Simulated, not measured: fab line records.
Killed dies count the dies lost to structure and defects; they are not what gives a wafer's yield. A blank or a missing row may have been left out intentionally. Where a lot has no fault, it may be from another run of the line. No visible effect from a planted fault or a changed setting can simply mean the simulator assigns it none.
Which tool was responsible?    flow nand_harc    72 wafers from 24 lots sampled at 5 of the route's 1302 steps

WHAT EACH GAUGE READ, for each wafer
NHARC_P_GATE_INSPECT_68. Usual: raw_defect_count reads 205 (standard deviation 85).
lot   measured      on                 raw_defect_count  flag
L074  day 5 16:55   defect_inspect-01  280 219 269       
L075  day 6 05:52   defect_inspect-02  208 130 206       
L076  day 6 10:58   defect_inspect-02  292 222 374       
L077  day 6 20:58   defect_inspect-01  188 91 187        
L082  day 9 23:14   defect_inspect-01  285 193 425       
L081  day 10 00:02  defect_inspect-01  608 251 426       
L078  day 10 00:34  defect_inspect-02  133 189 141       
L083  day 10 06:05  defect_inspect-01  181 316 249       
L080  day 10 07:20  defect_inspect-02  217 122 176       
L084  day 10 07:27  defect_inspect-01  117 108 112       
L079  day 10 12:52  defect_inspect-01  211 205 304       
L085  day 10 15:32  defect_inspect-02  129 168 123       
L086  day 10 19:02  defect_inspect-02  110 158 133       
L087  day 11 17:06  defect_inspect-02  201 174 191       
L088  day 11 18:39  defect_inspect-02  118 151 114       
L089  day 11 21:40  defect_inspect-01  111 116 134       
L090  day 12 10:17  defect_inspect-01  194 349 210       
L091  day 12 17:04  defect_inspect-02  250 208 184       
L092  day 13 11:30  defect_inspect-01  185 126 204       
L093  day 13 13:31  defect_inspect-02  180 157 192       
L094  day 14 00:43  defect_inspect-02  169 166 136       
L095  day 14 20:40  defect_inspect-02  286 202 216       
L096  day 15 02:56  defect_inspect-02  242 207 191       
L097  day 15 08:01  defect_inspect-02  307 138 233       

NHARC_P_M1_CD_MEAS_16. Usual: cd_nm reads 130.2 nm (standard deviation 0.98).
lot   measured      on         cd_nm (nm)         flag
L074  day 6 03:07   cd_sem-01  130.3 129.8 130.5  
L075  day 6 16:18   cd_sem-03  129.0 129.1 129.5  
L076  day 6 21:22   cd_sem-03  129.0 130.3 130.4  
L077  day 7 08:12   cd_sem-01  130.1 131.0 130.2  
L082  day 10 09:34  cd_sem-01  128.1 128.6 131.2  
L081  day 10 10:23  cd_sem-03  129.4 130.3 129.6  
L078  day 10 10:55  cd_sem-02  131.6 130.4 130.1  
L083  day 10 16:32  cd_sem-03  130.4 130.9 129.7  
L080  day 10 18:32  cd_sem-03  131.5 128.3 131.2  
L084  day 10 18:23  cd_sem-02  131.6 129.5 131.6  
L079  day 10 23:28  cd_sem-01  129.7 130.5 128.3  
L085  day 11 01:57  cd_sem-02  131.4 132.0 132.9  
L086  day 11 05:17  cd_sem-02  130.8 130.9 130.3  
L087  day 12 03:16  cd_sem-02  128.9 129.9 129.5  
L088  day 12 04:50  cd_sem-01  130.2 129.6 131.0  
L089  day 12 08:07  cd_sem-01  129.6 128.5 130.5  
L090  day 12 20:31  cd_sem-02  132.7 131.5 129.6  
L091  day 13 03:21  cd_sem-01  131.5 129.5 130.9  
L092  day 13 21:35  cd_sem-02  129.6 129.8 129.9  
L093  day 13 23:47  cd_sem-01  130.6 129.4 129.6  
L094  day 14 10:51  cd_sem-03  130.4 129.2 130.1  
L095  day 15 07:31  cd_sem-01  130.3 131.0 131.6  
L096  day 15 13:26  cd_sem-03  131.0 129.8 129.9  
L097  day 15 18:11  cd_sem-03  130.8 130.3 131.1  

TOOL THAT RAN EACH LOT (tool first, then ch and the chambers of the sampled wafers, then the start)
lot   NHARC_P_M0_DEGAS_28           NHARC_P_M0_PRE_CLEAN_31          NHARC_P_M1_ETCH_15
L074  pvd_sputter-02, day 5 23:40   pecvd-03 ch 1,2, day 6 01:19     rie_diel-03 ch 2,3, day 6 03:07 or earlier
L075  pvd_sputter-02, day 6 12:52   pecvd-02 ch 0,2, day 6 14:30     rie_diel-03 ch 0,1,2, day 6 16:18 or earlier
L076  pvd_sputter-03, day 6 17:46   pecvd-02 ch 0,1,2, day 6 19:40   rie_diel-12 ch 1,2,3, day 6 21:22 or earlier
L077  pvd_sputter-02, day 7 04:35   pecvd-03 ch 0,1,2, day 7 06:18   rie_diel-03 ch 0,1,3, day 7 08:12 or earlier
L082  pvd_sputter-01, day 10 06:10  pecvd-04 ch 0,1, day 10 07:53    rie_diel-03 ch 2,3, day 10 09:34 or earlier
L081  pvd_sputter-02, day 10 07:06  pecvd-02 ch 1,2, day 10 08:43    rie_diel-06 ch 0,3, day 10 10:23 or earlier
L078  pvd_sputter-01, day 10 07:28  pecvd-02 ch 1,2, day 10 09:07    rie_diel-06 ch 0,1,2, day 10 10:55 or earlier
L083  pvd_sputter-03, day 10 13:05  pecvd-03 ch 0,1, day 10 14:44    rie_diel-12 ch 0,1,3, day 10 16:32 or earlier
L080  pvd_sputter-03, day 10 14:40  pecvd-03 ch 1,2, day 10 16:34    rie_diel-12 ch 0,2,3, day 10 18:32 or earlier
L084  pvd_sputter-02, day 10 14:37  pecvd-04 ch 1,2, day 10 16:26    rie_diel-03 ch 0,3, day 10 18:23 or earlier
L079  pvd_sputter-02, day 10 20:03  pecvd-04 ch 0,2, day 10 21:48    rie_diel-12 ch 0,1,3, day 10 23:28 or earlier
L085  pvd_sputter-01, day 10 22:29  pecvd-04 ch 0,1,2, day 11 00:16  rie_diel-12 ch 1,3, day 11 01:57 or earlier
L086  pvd_sputter-01, day 11 01:50  pecvd-02 ch 0,2, day 11 03:28    rie_diel-12 ch 0,1,3, day 11 05:17 or earlier
L087  pvd_sputter-02, day 11 23:58  pecvd-02 ch 0,2, day 12 01:34    rie_diel-12 ch 0,3, day 12 03:16 or earlier
L088  pvd_sputter-03, day 12 01:21  pecvd-02 ch 0,1,2, day 12 02:59  rie_diel-12 ch 0,2, day 12 04:50 or earlier
L089  pvd_sputter-02, day 12 04:36  pecvd-02 ch 0,1,2, day 12 06:20  rie_diel-03 ch 2,3, day 12 08:07 or earlier
L090  pvd_sputter-01, day 12 17:02  pecvd-02 ch 0,1, day 12 18:39    rie_diel-12 ch 2,3, day 12 20:31 or earlier
L091  pvd_sputter-03, day 12 23:54  pecvd-03 ch 0,2, day 13 01:32    rie_diel-03 ch 1,2, day 13 03:21 or earlier
L092  pvd_sputter-03, day 13 18:10  pecvd-03 ch 1,2, day 13 19:47    rie_diel-03 ch 0,3, day 13 21:35 or earlier
L093  pvd_sputter-01, day 13 20:29  pecvd-03 ch 1,2, day 13 22:05    rie_diel-03 ch 0,1, day 13 23:47 or earlier
L094  pvd_sputter-03, day 14 07:33  pecvd-02 ch 0,1,2, day 14 09:10  rie_diel-12 ch 0,1,3, day 14 10:51 or earlier
L095  pvd_sputter-03, day 15 03:43  pecvd-04 ch 0,1, day 15 05:43    rie_diel-12 ch 1,2, day 15 07:31 or earlier
L096  pvd_sputter-01, day 15 09:59  pecvd-04 ch 0,1, day 15 11:37    rie_diel-03 ch 0,2,3, day 15 13:26 or earlier
L097  pvd_sputter-02, day 15 14:53  pecvd-04 ch 1,2, day 15 16:31    rie_diel-12 ch 1,3, day 15 18:11 or earlier
- NHARC_P_M0_DEGAS_28: time 60 s.
- NHARC_P_M0_PRE_CLEAN_31: time 12 s.
- NHARC_P_M1_ETCH_15: etches the open film in C4F8/Ar, target depth 182.5 nm, time 91.2 s.

AS READ BY THE TOOLS THEMSELVES (means over the sampled wafers that have a number; for cases with no such wafer, the mark the record gives instead)
NHARC_P_M0_DEGAS_28. Usual: heater_power_w reads 345 W (standard deviation 26).
lot   tool            heater_power_w (W)  flag
L074  pvd_sputter-02  325                 
L075  pvd_sputter-02  329                 
L076  pvd_sputter-03  354                 
L077  pvd_sputter-02  326                 
L082  pvd_sputter-01  367                 
L081  pvd_sputter-02  328                 
L078  pvd_sputter-01  340                 
L083  pvd_sputter-03  341                 
L080  pvd_sputter-03  355                 
L084  pvd_sputter-02  327                 
L079  pvd_sputter-02  326                 
L085  pvd_sputter-01  373                 
L086  pvd_sputter-01  345                 
L087  pvd_sputter-02  333                 
L088  pvd_sputter-03  345                 
L089  pvd_sputter-02  325                 
L090  pvd_sputter-01  353                 
L091  pvd_sputter-03  359                 
L092  pvd_sputter-03  344                 
L093  pvd_sputter-01  349                 
L094  pvd_sputter-03  352                 
L095  pvd_sputter-03  348                 
L096  pvd_sputter-01  377                 
L097  pvd_sputter-02  325                 

NHARC_P_M0_PRE_CLEAN_31. Usual: heater_power_w reads 650 W (standard deviation 51).
lot   tool      heater_power_w (W)  flag
L074  pecvd-03  725                 
L075  pecvd-02  650                 
L076  pecvd-02  606                 
L077  pecvd-03  672                 
L082  pecvd-04  640                 
L081  pecvd-02  623                 
L078  pecvd-02  659                 
L083  pecvd-03  653                 
L080  pecvd-03  689                 
L084  pecvd-04  672                 
L079  pecvd-04  653                 
L085  pecvd-04  676                 
L086  pecvd-02  613                 
L087  pecvd-02  649                 
L088  pecvd-02  606                 
L089  pecvd-02  638                 
L090  pecvd-02  658                 
L091  pecvd-03  640                 
L092  pecvd-03  680                 
L093  pecvd-03  681                 
L094  pecvd-02  613                 
L095  pecvd-04  622                 
L096  pecvd-04  610                 
L097  pecvd-04  697                 

NHARC_P_M1_ETCH_15. Usual: oes_product_au 0.957 a.u., standard deviation 0.02; rf_vpp_V 440.4 V, standard deviation 2.3.
lot   tool         oes_product_au (a.u.)  rf_vpp_V (V)  flag
L074  rie_diel-03  0.972                  441.9         
L075  rie_diel-03  0.967                  441.0         
L076  rie_diel-12  0.971                  439.7         
L077  rie_diel-03  0.955                  441.0         
L082  rie_diel-03  0.925                  443.7         
L081  rie_diel-06  0.971                  439.2         
L078  rie_diel-06  0.973                  440.1         
L083  rie_diel-12  0.960                  438.1         
L080  rie_diel-12  0.931                  439.4         
L084  rie_diel-03  0.957                  439.8         
L079  rie_diel-12  0.962                  438.8         
L085  rie_diel-12  0.967                  438.1         
L086  rie_diel-12  0.971                  438.4         
L087  rie_diel-12  0.919                  438.2         
L088  rie_diel-12  0.918                  440.6         
L089  rie_diel-03  0.926                  441.8         
L090  rie_diel-12  0.952                  441.6         
L091  rie_diel-03  0.967                  443.1         
L092  rie_diel-03  0.963                  439.8         
L093  rie_diel-03  0.967                  440.3         
L094  rie_diel-12  0.966                  439.2         
L095  rie_diel-12  0.975                  441.5         
L096  rie_diel-03  0.974                  441.1         
L097  rie_diel-12  0.954                  438.6         

THE ANSWER, worked out from the rows above alone
Rule: lot off if the mean of its wafers having a number is beyond 3 standard deviations from the usual mean. Also off: a lot with no number at a reading for which 4 or more lots have one. The other lots that the step has rows for count as sound. After the gauges, taken in route order, come the tools' own readings; for these a lot's mean is taken, as printed above. At the first step where some lot is off, the reading lying furthest off is the one used; lots without a number count as furthest.
Across all readings shown, no lot is off: no conclusion can be drawn from this.

WHAT WAS PUT IN BY THE SIMULATOR
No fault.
